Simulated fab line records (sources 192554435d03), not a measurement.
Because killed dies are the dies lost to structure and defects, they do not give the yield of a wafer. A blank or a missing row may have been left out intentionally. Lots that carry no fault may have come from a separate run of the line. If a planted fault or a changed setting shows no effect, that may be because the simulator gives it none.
Matching of chambers :: flow n5Finfet :: N5_BEOL_M5_ETCH_67 on rieDiel-06 has 3 sister chambers
The step etches SiARC in CF4, target depth 15.6 nm, time 26 s. 3 wafers are shown with their chamber, then 5 later ones without.

== WAFERS, EACH WITH ITS CHAMBER ==
wafer: L083.3
chamber: 1
throttleValvePct (%): 15.35

wafer: L083.6
chamber: 3
throttleValvePct (%): 15.47

wafer: L087.1
chamber: 0
throttleValvePct (%): 15.87

== WAFERS WITHOUT THEIR CHAMBER ==
wafer: L087.2
throttleValvePct (%): 15.51

wafer: L091.3
throttleValvePct (%): 15.53

wafer: L091.4
throttleValvePct (%): 15.38

wafer: L091.5
throttleValvePct (%): 15.38

wafer: L095.2
throttleValvePct (%): 15.52

== CHAMBER TAKEN BY EACH ==
wafer: L087.2
from the rows above: 3
in truth: 3

wafer: L091.3
from the rows above: 3
in truth: 3

wafer: L091.4
from the rows above: can't be placed: 1 or 3
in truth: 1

wafer: L091.5
from the rows above: can't be placed: 1 or 3
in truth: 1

wafer: L095.2
from the rows above: 3
in truth: 3
Placed correctly: 3 of 5. From these rows, 2 cannot be placed; in 2 the true chamber is one of the candidates. Number placed wrongly: 0.
How it was worked out, from the rows above alone: a wafer's distance from a chamber is the root of the sum, over the readings, of the square of ((its reading less the chamber's mean) divided by the reading's scatter). If the next closest chamber is less than 2 further off than the closest, the wafer can't be placed; otherwise it belongs to the closest. For every chamber, the mean is computed from those of its wafers that are shown. The scatter (one wafer shown for each chamber): square how far every hidden wafer sits from the nearest shown wafer, average those squares and take the square root.
